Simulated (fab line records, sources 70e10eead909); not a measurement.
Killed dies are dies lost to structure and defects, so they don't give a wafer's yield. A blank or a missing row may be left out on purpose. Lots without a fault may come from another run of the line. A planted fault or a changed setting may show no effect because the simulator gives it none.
Tool commonality check | flow nand_harc | 11 lots, 33 wafers sampled

WHY IT WAS OPENED
At NHARC_P_GATE_INSPECT_28 the reading raw_defect_count is flagged on 2 of 11 lots. Wafers without a fault read 7, standard deviation 3.2.
Rule: a lot is flagged when every wafer of it that has a number lies more than 4 standard deviations from that mean, or none has a number. The other lots count as sound.

lot  | measured     | on                | raw_defect_count, wafer by wafer | flag
L932 | day 4 23:08  | defect_inspect-02 | 8 5 8                            |
L930 | day 4 23:31  | defect_inspect-01 | 3 3 7                            |
L931 | day 4 23:53  | defect_inspect-02 | 4 7 4                            |
L934 | day 5 12:30  | defect_inspect-01 | 2 4 5                            |
L935 | day 5 19:46  | defect_inspect-01 | 13 4 10                          |
L942 | day 7 22:38  | defect_inspect-01 | 461 497 437                      | FLAGGED
L944 | day 8 17:46  | defect_inspect-01 | 508 499 466                      | FLAGGED
L946 | day 8 18:32  | defect_inspect-02 | 2 5 4                            |
L947 | day 8 18:44  | defect_inspect-01 | 15 9 8                           |
L949 | day 9 06:29  | defect_inspect-01 | 6 9 8                            |
L953 | day 10 05:04 | defect_inspect-01 | 12 7 7                           |
The numbers of the flagged lots are 478 on average: +471 against the usual, or +99 or more standard deviations.

WHICH TOOL RAN EACH LOT
The record holds 3 process steps before the reading, out of a route of 1159 steps. In each cell: the tool, then ch and the chambers that the sampled wafers went through, then the start.
lot  | flag    | NHARC_P_STI_ETCH_42               | NHARC_P_STI_ETCH_15             | NHARC_P_GATE_DEP_103
L932 |         | rie_diel-09 ch 0,3, day 2 20:05   | rie_si-06 ch 0,1, day 2 20:18   | pecvd-03 ch 0,1,2, day 4 22:30
L930 |         | rie_diel-07 ch 0,1,2, day 2 20:08 | rie_si-01 ch 0,1,2, day 2 20:22 | pecvd-03 ch 0,1, day 4 22:43
L931 |         | rie_diel-07 ch 0,1,2, day 2 20:18 | rie_si-04 ch 0,1,2, day 2 20:30 | pecvd-03 ch 0,2, day 4 23:05
L934 |         | rie_diel-09 ch 1,3, day 3 08:37   | rie_si-01 ch 0,2,3, day 3 08:49 | pecvd-03 ch 0,1,2, day 5 11:44
L935 |         | rie_diel-07 ch 0,1,3, day 3 18:41 | rie_si-01 ch 0,1,3, day 3 18:55 | pecvd-01 ch 0,1,2, day 5 18:59
L942 | FLAGGED | rie_diel-05 ch 1,2,3, day 5 11:01 | rie_si-06 ch 1,2,3, day 5 11:11 | pecvd-03 ch 0,1,2, day 7 21:50
L944 | FLAGGED | rie_diel-07 ch 0,1,2, day 6 05:53 | rie_si-01 ch 0,1,2, day 6 06:04 | pecvd-03 ch 0,1,2, day 8 17:05
L946 |         | rie_diel-05 ch 1,2,3, day 6 15:02 | rie_si-06 ch 0,3, day 6 15:14   | pecvd-01 ch 0,1,2, day 8 17:43
L947 |         | rie_diel-07 ch 0,3, day 6 15:11   | rie_si-04 ch 1,3, day 6 15:24   | pecvd-02 ch 0,1, day 8 17:58
L949 |         | rie_diel-09 ch 1,3, day 7 03:14   | rie_si-04 ch 1,3, day 7 03:26   | pecvd-01 ch 0,2, day 9 05:48
L953 |         | rie_diel-05 ch 2,3, day 8 05:22   | rie_si-04 ch 0,1,2, day 8 05:37 | pecvd-01 ch 1,2, day 10 04:15
What these steps do:
- NHARC_P_STI_ETCH_42: etches the open film in N2/H2, target depth 80 nm, overetch 24 nm, time 61 s.
- NHARC_P_STI_ETCH_15: etches the open film in HBr/Cl2, target depth 300 nm, time 100.1 s.
- NHARC_P_GATE_DEP_103: deposits SiON, target thk 30 nm.
- NHARC_P_GATE_INSPECT_28

FLAGGED OVER TOTAL, TOOL BY TOOL (the gauges that took the reading come last)
step                    | tool              | lots run | flagged | share of the flagged lots | sound lots run after its first flagged lot
NHARC_P_STI_ETCH_42     | rie_diel-05       | 3        | 1       | some                      | 2 (L946,L953)
NHARC_P_STI_ETCH_42     | rie_diel-07       | 5        | 1       | some                      | 1 (L947)
NHARC_P_STI_ETCH_42     | rie_diel-09       | 3        | 0       | none                      | -
NHARC_P_STI_ETCH_15     | rie_si-01         | 4        | 1       | some                      | 0
NHARC_P_STI_ETCH_15     | rie_si-04         | 4        | 0       | none                      | -
NHARC_P_STI_ETCH_15     | rie_si-06         | 3        | 1       | some                      | 1 (L946)
NHARC_P_GATE_DEP_103    | pecvd-01          | 4        | 0       | none                      | -
NHARC_P_GATE_DEP_103    | pecvd-02          | 1        | 0       | none                      | -
NHARC_P_GATE_DEP_103    | pecvd-03          | 6        | 2       | all                       | 0
NHARC_P_GATE_INSPECT_28 | defect_inspect-01 | 8        | 2       | all                       | 3 (L947,L949,L953)
NHARC_P_GATE_INSPECT_28 | defect_inspect-02 | 3        | 0       | none                      | -

WHAT THE TABLE ALLOWS
2 rows of the table ran every flagged lot: pecvd-03 at NHARC_P_GATE_DEP_103, defect_inspect-01 at NHARC_P_GATE_INSPECT_28.
- pecvd-03 at NHARC_P_GATE_DEP_103: 2 of its 6 lots flagged. Its last sound lot is L934 (day 5 11:44), its first flagged lot L942 (day 7 21:50): a fault that began between those two fits.
- defect_inspect-01 at NHARC_P_GATE_INSPECT_28: 2 of its 8 lots flagged. Sound lots ran on it after the first flagged one (L947, L949, L953), which a lasting fault on the whole tool wouldn't allow.
One tool is left: pecvd-03 at NHARC_P_GATE_DEP_103.

WHAT THE SIMULATOR HAD PUT IN
Chamber particle source: pecvd-03, from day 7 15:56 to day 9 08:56, at NHARC_P_GATE_DEP_103. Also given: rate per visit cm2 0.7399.
Lots struck among those shown: L942, L944. The rule above found the same.
